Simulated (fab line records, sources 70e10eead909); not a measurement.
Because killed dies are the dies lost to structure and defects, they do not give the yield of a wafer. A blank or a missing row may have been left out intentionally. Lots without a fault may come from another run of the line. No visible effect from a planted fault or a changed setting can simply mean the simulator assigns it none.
Check of tool commonality | flow nandHarc | 13 lots, 39 wafers sampled

THE REASON FOR OPENING IT
On 2 of the 13 lots, a flag is raised at NHARC_P_M1_CD_MEAS_09 on the reading cdNm. Fault-free wafers read 130.0 nm, with a standard deviation of 0.94.
Rule: flag the lot when none of its wafers has a number, or when each of its wafers that has one lies beyond 4 standard deviations from that mean. The rest of the lots are taken to be sound.

lot  | measured     | on       | cdNm (nm), wafer by wafer | flag
L432 | day 6 13:43  | cdSem-02 | 131.0 130.2 128.9         | 
L431 | day 6 14:32  | cdSem-01 | 131.2 130.3 132.1         | 
L433 | day 7 03:28  | cdSem-01 | 130.7 131.8 130.4         | 
L437 | day 8 19:10  | cdSem-01 | 129.9 131.1 129.5         | 
L438 | day 8 23:24  | cdSem-02 | 128.9 129.6 130.3         | 
L443 | day 11 15:07 | cdSem-03 | 121.5 121.6 122.5         | FLAGGED
L445 | day 12 07:55 | cdSem-02 | 122.7 121.2 122.2         | FLAGGED
L448 | day 13 17:52 | cdSem-03 | 130.6 129.7 130.0         | 
L449 | day 14 02:37 | cdSem-03 | 130.1 131.0 130.4         | 
L451 | day 14 13:03 | cdSem-01 | 130.8 130.2 130.0         | 
L452 | day 15 00:37 | cdSem-03 | 131.7 128.9 131.3         | 
L453 | day 15 10:11 | cdSem-03 | 129.7 128.6 128.1         | 
L454 | day 15 15:04 | cdSem-01 | 130.2 130.3 130.3         | 
The numbers of the flagged lots are 122.0 nm on average: -8.0 nm against the usual, or -9 standard deviations.

WHICH TOOL EACH LOT WENT THROUGH
Before the reading, the record contains 2 process steps out of a 1302-step route. Every cell lists first the tool, next ch and the chambers used by the sampled wafers, and last the start.
lot  | flag    | NHARC_P_M0_PVD_20                      | NHARC_P_M1_PEB_07
L432 |         | pvdSputter-02, day 6 13:38 or earlier  | lithoTrack-04 ch 0, day 6 13:38
L431 |         | pvdSputter-03, day 6 14:27 or earlier  | lithoTrack-04 ch 0, day 6 14:27
L433 |         | pvdSputter-02, day 7 03:23 or earlier  | lithoTrack-06 ch 0, day 7 03:23
L437 |         | pvdSputter-03, day 8 19:05 or earlier  | lithoTrack-04 ch 0, day 8 19:05
L438 |         | pvdSputter-03, day 8 23:19 or earlier  | lithoTrack-06 ch 0, day 8 23:19
L443 | FLAGGED | pvdSputter-01, day 11 15:02 or earlier | lithoTrack-06 ch 0, day 11 15:02
L445 | FLAGGED | pvdSputter-01, day 12 07:50 or earlier | lithoTrack-06 ch 0, day 12 07:50
L448 |         | pvdSputter-03, day 13 17:47 or earlier | lithoTrack-01 ch 0, day 13 17:47
L449 |         | pvdSputter-01, day 14 02:32 or earlier | lithoTrack-01 ch 0, day 14 02:32
L451 |         | pvdSputter-02, day 14 12:58 or earlier | lithoTrack-01 ch 0, day 14 12:58
L452 |         | pvdSputter-01, day 15 00:31 or earlier | lithoTrack-04 ch 0, day 15 00:31
L453 |         | pvdSputter-02, day 15 10:06 or earlier | lithoTrack-06 ch 0, day 15 10:06
L454 |         | pvdSputter-01, day 15 14:59 or earlier | lithoTrack-06 ch 0, day 15 14:59
What is done by these steps:
- NHARC_P_M0_PVD_20: deposits TaN, target thk 5 nm, time 8.06 s.
- NHARC_P_M1_PEB_07: peb time 65 s.
- NHARC_P_M1_CD_MEAS_09: target cd 130 nm.

FLAGGED AGAINST TOTAL, ONE TOOL AT A TIME (gauges that did the reading follow at the end)
step                  | tool          | lots run | flagged | share of the flagged lots | sound lots run after its first flagged lot
NHARC_P_M0_PVD_20     | pvdSputter-01 | 5        | 2       | all                       | 3 (L449,L452,L454)
NHARC_P_M0_PVD_20     | pvdSputter-02 | 4        | 0       | none                      | -
NHARC_P_M0_PVD_20     | pvdSputter-03 | 4        | 0       | none                      | -
NHARC_P_M1_PEB_07     | lithoTrack-01 | 3        | 0       | none                      | -
NHARC_P_M1_PEB_07     | lithoTrack-04 | 4        | 0       | none                      | -
NHARC_P_M1_PEB_07     | lithoTrack-06 | 6        | 2       | all                       | 2 (L453,L454)
NHARC_P_M1_CD_MEAS_09 | cdSem-01      | 5        | 0       | none                      | -
NHARC_P_M1_CD_MEAS_09 | cdSem-02      | 3        | 1       | some                      | 0
NHARC_P_M1_CD_MEAS_09 | cdSem-03      | 5        | 1       | some                      | 4 (L448,L449,L452,L453)
Because NHARC_P_M0_PVD_20 lacks a start for some lots, the hours and order of its lots are taken from NHARC_P_M1_PEB_07.

WHAT THE TABLE PERMITS
Every flagged lot went through 2 rows of the table: pvdSputter-01 at NHARC_P_M0_PVD_20 and lithoTrack-06 at NHARC_P_M1_PEB_07.
- pvdSputter-01 at NHARC_P_M0_PVD_20: 2 of its 5 lots flagged. After the first flagged lot (L449, L452, L454), sound lots still ran on it; a lasting fault on the whole tool would not permit that.
- lithoTrack-06 at NHARC_P_M1_PEB_07: 2 of its 6 lots flagged. After the first flagged lot (L453, L454), sound lots still ran on it; a lasting fault on the whole tool would not permit that. Its own readings (heaterPowerTotalW) fall more than 4 standard deviations out on all wafers of the flagged lots.
None of the table's rows ran every flagged lot and, after the first, no sound lot.

WHAT THE SIMULATOR HAD PUT IN
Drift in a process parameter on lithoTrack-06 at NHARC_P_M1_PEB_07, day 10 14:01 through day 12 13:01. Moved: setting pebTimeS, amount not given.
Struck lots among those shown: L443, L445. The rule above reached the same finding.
